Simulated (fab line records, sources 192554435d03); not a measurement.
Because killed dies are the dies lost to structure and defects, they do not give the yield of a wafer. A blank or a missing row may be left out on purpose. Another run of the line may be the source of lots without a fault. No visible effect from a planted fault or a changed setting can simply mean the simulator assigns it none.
fab line records    flow n5-finfet
record lots=9  wafers=27  last-day=18
route steps=1938 shown MOL_CONTACT_COAG@619 BEOL_M0_SAQP@646 BEOL_M4@1111
lots that met no fault: from a run of the same line without faults
start-h: hours from the record's opening day to when the first of the lot's shown wafers began    wait-h: hours elapsed since this lot's preceding step    " repeats the value in the row above    L1.1+2: a single row standing in for several wafers    - no value, or no start given    * or withheld: withheld    < > ~ a bound
route shown NAME@n: names a module that has steps shown in the file, with the first one's number in the route    usual: mean/standard deviation taken from wafers without a fault    same: alike in all rows    chamber/n: place in a boat    sites: readings site by site    _std_site: their standard deviation    _edge_site: the outer-site mean with the inner-site mean subtracted    radius-mm: how far each site lies from the wafer's centre    mask NAME#n: copy n    behind: tool/chamber where the wafer was last shaped    hold: reason for holding the lot/hours on hold/outcome of the hold    device: transistor that didn't switch, given as n, p or np    end of line: the tests these same wafers got at the end of their route    a step without rows: its recipe alone    killed: not the wafer's yield, but the dies lost to structure and defects at the first sort    map: per-die view of a wafer (x killed, . not killed, _ where there is no die)
set.NAME: setting as actually run; set.NAME@STEP: the setting as run at that earlier step    model.NAME: the simulator's own value behind a step, which no gauge read
route steps across a sampled set of lots; one table per step, one row per wafer
services: a tool's chamber out of use, with start hour (start-h, from the record's first day; less than 0 if before it), hours out, and reason
## steps
# step N5_MOL_CONTACT_COAG_STRIP_49
# recipe chemistry=N2/H2  time-s=30  power-w=1000  temp-c=250  pressure-mtorr=withheld  n2-flow-sccm=1750  h2-flow-sccm=3250
# usual drypump-motor-current-A=5.6/0.36  heater-power-w=313/13
# same time-s=30
lot.wafer  tool             chamber  start-h  wait-h  drypump-motor-current-A  heater-power-w  rf-hours-counter-h
L873.4     plasma-asher-02  0        102.16   -       5.8                      318             -
L873.5     "                1        "        "       5.1                      329             -
L873.6     "                0        "        "       5.8                      327             -
L874.2     plasma-asher-02  1        112.60   -       5.1                      320             93
L874.4     "                0        "        "       5.8                      321             -
L874.6     "                1        "        "       5.1                      315             -
L878.3     plasma-asher-02  0        139.59   -       5.8                      315             -
L878.4     "                1        "        "       5.1                      309             -
L878.5     "                0        "        "       5.8                      325             -
L882.1     plasma-asher-02  0        155.02   -       5.8                      321             106
L882.3     "                1        "        "       5.1                      311             -
L882.4     "                0        "        "       5.8                      321             -
L884.1     plasma-asher-01  1        167.20   -       5.4                      296             54
L884.2     "                0        "        "       6.0                      318             54
L884.6     "                0        "        "       6.1                      323             -
L886.3     plasma-asher-01  0        175.10   -       6.1                      319             -
L886.4     "                1        "        "       5.4                      297             -
L886.5     "                1        "        "       5.4                      290             -
L890.1     plasma-asher-01  0        209.49   -       6.0                      320             60
L890.2     "                1        "        "       5.4                      290             60
L890.3     "                1        "        "       5.4                      281             -
L892.2     plasma-asher-02  1        215.82   -       5.1                      323             117
L892.3     "                1        "        "       5.1                      320             -
L892.4     "                0        "        "       5.8                      317             -
L895.1     plasma-asher-01  1        251.23   -       5.4                      286             69
L895.2     "                0        "        "       6.0                      313             69
L895.4     "                1        "        "       5.4                      292             -
# step N5_BEOL_M0_SAQP_EXPOSE_11
# recipe mask-id=M0_CORE  na=1.35  source-shape=dipole  sigma-inner=0.538  sigma-outer=0.738  polarization=te  target-cd-nm=42  dose-mj=55
# usual exposure-dose-mJ-cm2=54.99/0.058  stage-vel-mm-s=500.00/0.23
# same na=1.35
lot.wafer  tool             chamber  start-h  wait-h  mask       exposure-dose-mJ-cm2  stage-vel-mm-s
L873.4     arfi-scanner-02  0        107.91   -       M0_CORE#0  54.98                 499.84
L873.5     "                0        "        "       M0_CORE#0  55.00                 499.67
L873.6     "                0        "        "       M0_CORE#0  54.98                 500.05
L874.2     arfi-scanner-02  0        118.00   -       M0_CORE#0  55.02                 499.98
L874.4     "                0        "        "       M0_CORE#0  55.06                 500.02
L874.6     "                0        "        "       M0_CORE#0  55.08                 499.61
L878.3     arfi-scanner-02  0        146.62   -       M0_CORE#0  55.06                 499.79
L878.4     "                0        "        "       M0_CORE#0  55.12                 499.50
L878.5     "                0        "        "       M0_CORE#0  55.07                 499.71
L882.1     arfi-scanner-02  0        161.68   -       M0_CORE#0  54.27                 500.37
L882.3     "                0        "        "       M0_CORE#0  54.22                 500.34
L882.4     "                0        "        "       M0_CORE#0  54.25                 500.05
L884.1     arfi-scanner-02  0        173.69   -       M0_CORE#0  54.26                 500.03
L884.2     "                0        "        "       M0_CORE#0  54.24                 499.74
L884.6     "                0        "        "       M0_CORE#0  54.19                 500.09
L886.3     arfi-scanner-01  0        181.89   -       M0_CORE#0  54.97                 500.21
L886.4     "                0        "        "       M0_CORE#0  55.08                 500.22
L886.5     "                0        "        "       M0_CORE#0  55.06                 500.17
L890.1     arfi-scanner-03  0        217.43   -       M0_CORE#0  54.98                 500.07
L890.2     "                0        "        "       M0_CORE#0  55.11                 499.87
L890.3     "                0        "        "       M0_CORE#0  54.95                 500.24
L892.2     arfi-scanner-01  0        221.10   -       M0_CORE#0  55.02                 499.92
L892.3     "                0        "        "       M0_CORE#0  54.99                 500.37
L892.4     "                0        "        "       M0_CORE#0  55.04                 500.42
L895.1     arfi-scanner-03  0        258.92   -       M0_CORE#0  54.95                 500.00
L895.2     "                0        "        "       M0_CORE#0  54.85                 500.08
L895.4     "                0        "        "       M0_CORE#0  54.92                 500.08
# step N5_BEOL_M0_SAQP_DESCUM_19
# recipe chemistry=O2  time-s=7.9  source-power-w=50  bias-power-w=20  pressure-mtorr=20  rf-frequency-hz=2.712e+07  temp-c=40  resist=CAR-ArF  o2-flow-sccm=225
# usual drypump-motor-current-A=5.6/0.31  o2-flow-sccm=224.9/0.68  oes-product-au=0.76/0.084  rf-vpp-V=243.4/1.3  showerhead-plenum-p-Torr=2.11/0.06  throttle-valve-pct=20.41/0.21
# same time-s=7.9
lot.wafer  tool         chamber  start-h  wait-h  drypump-motor-current-A  o2-flow-sccm  oes-product-au  rf-hours-counter-h  rf-vpp-V  showerhead-plenum-p-Torr  throttle-valve-pct
L873.4     rie-diel-01  1        108.19   0.1     5.5                      225.1         0.75            155                 242.5     2.10                      20.36
L873.5     "            3        "        "       5.7                      225.7         0.76            -                   242.2     2.01                      20.27
L873.6     "            2        "        "       5.4                      224.0         0.70            -                   243.4     2.07                      20.87
L874.2     rie-diel-04  1        118.21   0.0     6.3                      225.5         0.71            206                 243.2     2.16                      20.58
L874.4     "            2        "        "       6.2                      225.6         0.94            8                   242.8     2.07                      19.90
L874.6     "            1        "        "       6.3                      223.4         0.70            -                   244.9     2.16                      20.58
L878.3     rie-diel-05  2        146.83   0.0     5.9                      224.4         0.72            205                 242.1     2.08                      20.44
L878.4     "            0        "        "       5.4                      224.6         0.93            -                   247.1     2.24                      20.36
L878.5     "            3        "        "       5.6                      225.8         0.69            -                   243.1     2.09                      20.56
L882.1     rie-diel-01  2        161.89   0.0     5.4                      225.0         0.69            237                 243.6     2.07                      20.91
L882.3     "            3        "        "       5.7                      225.0         0.74            137                 240.4     2.01                      20.29
L882.4     "            1        "        "       5.5                      225.6         0.73            171                 244.4     2.09                      20.38
L884.1     rie-diel-01  1        174.04   0.2     5.5                      224.0         0.73            172                 242.2     2.09                      20.39
L884.2     "            2        "        "       5.4                      224.8         0.69            239                 241.5     2.07                      20.90
L884.6     "            1        "        "       5.6                      224.6         0.74            -                   244.2     2.09                      20.40
L886.3     rie-diel-05  3        182.09   0.0     5.6                      224.8         0.68            214                 243.2     2.08                      20.57
L886.4     "            2        "        "       5.8                      225.7         0.71            213                 242.4     2.08                      20.46
L886.5     "            1        "        "       5.2                      226.0         0.75            -                   243.9     2.11                      20.24
L890.1     rie-diel-05  0        217.65   0.0     5.4                      224.9         0.88            33                  246.0     2.23                      20.40
L890.2     "            1        "        "       5.2                      225.5         0.73            155                 244.4     2.10                      20.24
L890.3     "            2        "        "       5.9                      225.0         0.71            224                 241.7     2.07                      20.46
L892.2     rie-diel-04  3        221.47   0.2     5.9                      223.8         0.94            6                   244.5     2.13                      20.15
L892.3     "            1        "        "       6.3                      225.2         0.68            239                 244.4     2.15                      20.63
L892.4     "            1        "        "       6.3                      225.7         0.68            -                   243.9     2.15                      20.65
L895.1     rie-diel-01  3        259.25   0.1     5.7                      225.8         0.71            165                 241.9     2.00                      20.34
L895.2     "            0        "        "       5.3                      224.0         0.79            86                  243.8     2.11                      20.37
L895.4     "            3        "        "       5.7                      223.9         0.72            -                   239.7     2.00                      20.35
# step N5_BEOL_M0_SAQP_STRIP_86
# recipe chemistry=N2/H2  power-w=500  temp-c=40  pressure-mtorr=50  rf-frequency-hz=6e+07  overash-fraction=0.3  bias-power-w=28  h2-frac=0.5  n2-flow-sccm=300  h2-flow-sccm=300
# usual drypump-motor-current-A=5.7/0.33  oes-product-au=0.77/0.089  rf-vpp-V=121.8/1.3  showerhead-plenum-p-Torr=3.37/0.085  throttle-valve-pct=18.80/0.23
lot.wafer  tool         chamber  start-h  wait-h  drypump-motor-current-A  oes-product-au  rf-hours-counter-h  rf-vpp-V  showerhead-plenum-p-Torr  throttle-valve-pct
L873.4     rie-diel-04  3        108.56   0.0     5.9                      0.71            229                 120.4     3.46                      19.29
L873.5     "            3        "        "       5.9                      0.71            -                   121.6     3.46                      19.27
L873.6     "            0        "        "       5.6                      0.72            -                   122.4     3.48                      19.02
L874.2     rie-diel-01  2        118.58   0.1     5.4                      0.70            224                 123.2     3.32                      19.32
L874.4     "            1        "        "       5.5                      0.75            158                 121.2     3.35                      18.67
L874.6     "            3        "        "       5.7                      0.76            -                   120.0     3.24                      18.76
L878.3     rie-diel-01  1        147.20   0.1     5.5                      0.74            165                 122.6     3.35                      18.71
L878.4     "            2        "        "       5.4                      0.70            232                 121.3     3.32                      19.31
L878.5     "            3        "        "       5.7                      0.75            -                   119.4     3.23                      18.75
L882.1     rie-diel-01  2        162.26   0.1     5.4                      0.70            237                 122.2     3.32                      19.33
L882.3     "            3        "        "       5.7                      0.74            137                 120.8     3.23                      18.78
L882.4     "            1        "        "       5.5                      0.75            171                 122.0     3.35                      18.72
L884.1     rie-diel-01  1        174.41   0.1     5.5                      0.73            172                 121.7     3.35                      18.72
L884.2     "            0        "        "       5.3                      0.82            59                  121.1     3.38                      18.63
L884.6     "            2        "        "       5.4                      0.69            -                   121.3     3.32                      19.35
L886.3     rie-diel-05  1        182.57   0.2     5.2                      0.76            143                 120.4     3.37                      18.68
L886.4     "            0        "        "       5.4                      0.89            22                  123.3     3.57                      18.54
L886.5     "            2        "        "       5.9                      0.72            -                   120.0     3.33                      18.91
L890.1     rie-diel-05  1        218.02   0.1     5.3                      0.74            155                 121.7     3.36                      18.70
L890.2     "            3        "        "       5.6                      0.67            222                 119.3     3.32                      18.69
L890.3     "            0        "        "       5.4                      0.87            34                  121.8     3.56                      18.57
L892.2     rie-diel-01  1        221.99   0.2     5.5                      0.73            183                 122.2     3.34                      18.72
L892.3     "            0        "        "       5.3                      0.82            72                  119.4     3.38                      18.65
L892.4     "            2        "        "       5.4                      0.68            253                 122.5     3.31                      19.37
L895.1     rie-diel-05  0        259.62   0.1     5.4                      0.85            46                  122.8     3.55                      18.58
L895.2     "            2        "        "       5.9                      0.70            236                 122.5     3.31                      18.94
L895.4     "            3        "        "       5.6                      0.66            234                 121.7     3.31                      18.71
# step N5_BEOL_M4_RC_MEAS_101
# usual DIBL_N=36.0/1.9  DIBL_P=36.0/2.1  IOFF_N=0.155/0.029  IOFF_P=0.20/0.032  ION_N=672/11  ION_P=461/6.9  SS_N=71.5/0.58  SS_P=73.2/0.64  VT_N=250.4/2.9  VT_P=-251.0/2.8
lot.wafer  tool       chamber  start-h  wait-h  DIBL_N[mV/V]  DIBL_P[mV/V]  IOFF_N[nA/um]  IOFF_P[nA/um]  ION_N[uA/um]  ION_P[uA/um]  SS_N[mV/dec]  SS_P[mV/dec]  VT_N[mV]  VT_P[mV]
L873.4     prober-02  0        180.36   0.5     34.5          33.8          0.124          0.16           676           455           70.4          72.2          254.2     -256.0
L873.5     "          0        "        "       35.0          35.0          0.131          0.17           659           446           71.1          72.5          253.3     -252.8
L873.6     "          0        "        "       35.1          34.7          0.136          0.16           661           451           70.7          72.9          251.9     -257.8
L874.2     prober-02  0        185.41   0.2     36.5          35.3          0.129          0.19           654           452           71.4          73.9          254.5     -251.4
L874.4     "          0        "        "       34.5          33.6          0.114          0.18           672           470           71.0          72.9          254.6     -251.4
L874.6     "          0        "        "       34.4          33.3          0.112          0.17           666           462           70.8          72.3          254.9     -253.8
L878.3     prober-02  0        214.62   0.3     40.6          39.6          0.218          0.27           676           465           72.8          74.5          248.8     -248.0
L878.4     "          0        "        "       39.2          39.2          0.194          0.25           686           466           72.2          74.2          246.9     -246.9
L878.5     "          0        "        "       41.7          41.4          0.236          0.30           678           467           72.6          74.4          246.5     -246.9
L884.1     prober-01  0        237.95   0.0     35.5          34.8          0.148          0.20           677           465           71.8          72.5          250.3     -251.6
L884.2     "          0        "        "       37.3          36.5          0.174          0.22           681           468           71.6          73.5          250.7     -251.2
L884.6     "          0        "        "       35.1          34.4          0.130          0.19           656           456           71.6          72.4          255.0     -252.9
L882.1     prober-01  0        240.97   0.0     36.0          37.2          0.153          0.21           688           469           70.9          74.1          249.2     -248.9
L882.3     "          0        "        "       35.7          36.8          0.155          0.22           672           467           71.1          73.8          250.3     -250.4
L882.4     "          0        "        "       34.6          35.8          0.135          0.20           665           466           71.5          73.6          251.7     -249.1
L886.3     prober-01  0        246.81   0.3     35.9          36.1          0.174          0.21           683           463           71.9          73.4          245.5     -251.0
L886.4     "          0        "        "       34.2          34.0          0.141          0.17           652           451           71.5          73.0          252.5     -252.2
L886.5     "          0        "        "       37.2          36.8          0.195          0.22           689           462           72.0          74.3          247.2     -251.3
L890.1     prober-01  0        285.18   0.0     35.9          37.6          0.158          0.19           682           463           71.7          73.3          251.3     -253.3
L890.2     "          0        "        "       37.4          38.4          0.185          0.20           674           457           71.9          74.1          250.6     -255.3
L890.3     "          0        "        "       35.4          37.0          0.133          0.17           658           456           71.7          73.5          255.4     -255.4
L892.2     prober-02  0        288.21   0.2     35.1          36.4          0.144          0.21           677           467           70.6          73.3          249.4     -251.5
L892.3     "          0        "        "       32.9          34.1          0.119          0.18           654           453           70.8          72.2          250.0     -251.7
L892.4     "          0        "        "       35.1          37.0          0.155          0.22           681           469           71.7          73.2          247.5     -249.1
L895.1     prober-01  0        313.78   0.0     34.4          35.1          0.149          0.19           682           466           71.6          73.0          252.9     -249.1
L895.2     "          0        "        "       33.3          33.1          0.118          0.15           661           450           71.0          72.6          255.5     -255.7
L895.4     "          0        "        "       32.8          33.0          0.119          0.16           674           462           70.4          72.9          251.2     -253.9
## services
tool             chamber  start-h  hours  kind
rie-diel-01      0        83.15    5.0    repair
rie-diel-01      0        97.10    6.9    repair
arfi-scanner-03  -        102.06   0.8    pm
arfi-scanner-03  -        103.20   17.3   pm
plasma-asher-02  -        109.26   2.8    pm
plasma-asher-01  -        115.45   10.4   repair
arfi-scanner-01  -        121.90   1.0    pm
arfi-scanner-03  -        130.06   1.3    pm
rie-diel-05      1        141.67   9.0    repair
arfi-scanner-02  -        152.45   1.3    pm
plasma-asher-01  -        168.97   3.8    repair
arfi-scanner-02  -        184.85   0.8    pm
rie-diel-05      3        190.29   7.9    repair
arfi-scanner-02  -        191.10   1.0    pm
arfi-scanner-02  -        192.10   4.9    pm
rie-diel-01      1        194.00   11.3   repair
rie-diel-01      0        197.51   3.7    repair
rie-diel-01      3        226.04   5.8    repair
rie-diel-01      2        236.17   32.3   repair
rie-diel-01      -        236.82   0.8    repair
arfi-scanner-02  -        242.51   4.1    repair
arfi-scanner-02  -        252.33   2.0    repair
plasma-asher-02  -        253.82   1.1    repair
rie-diel-04      1        253.83   13.9   repair
## key
first-sign step=N5_BEOL_M0_SAQP_EXPOSE_11  reading=exposure-dose-mJ-cm2  direction=down  sigmas=13  usual=54.99  struck=54.24
effect none on later readings
met-at N5_BEOL_M0_SAQP_EXPOSE_11
struck-lots L882,L884
loop-trim step=N5_BEOL_M0_SAQP_EXPOSE_11  setting=dose  lots=L884
not-acting-at N5_MOL_CONTACT_COAG_STRIP_49,N5_BEOL_M0_SAQP_DESCUM_19,N5_BEOL_M0_SAQP_STRIP_86
onset-between 146.62 161.68
fault kind=process-parameter-drift  tool=arfi-scanner-02  chamber=-  onset-h=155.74  steps=N5_BEOL_M0_SAQP_EXPOSE_11  channel=dose-mj  offset=-0.88686  shape=step  acts-in=these-recipes-only  stated=55
# loop-trim: a control loop set the setting to another value than it would have without faults
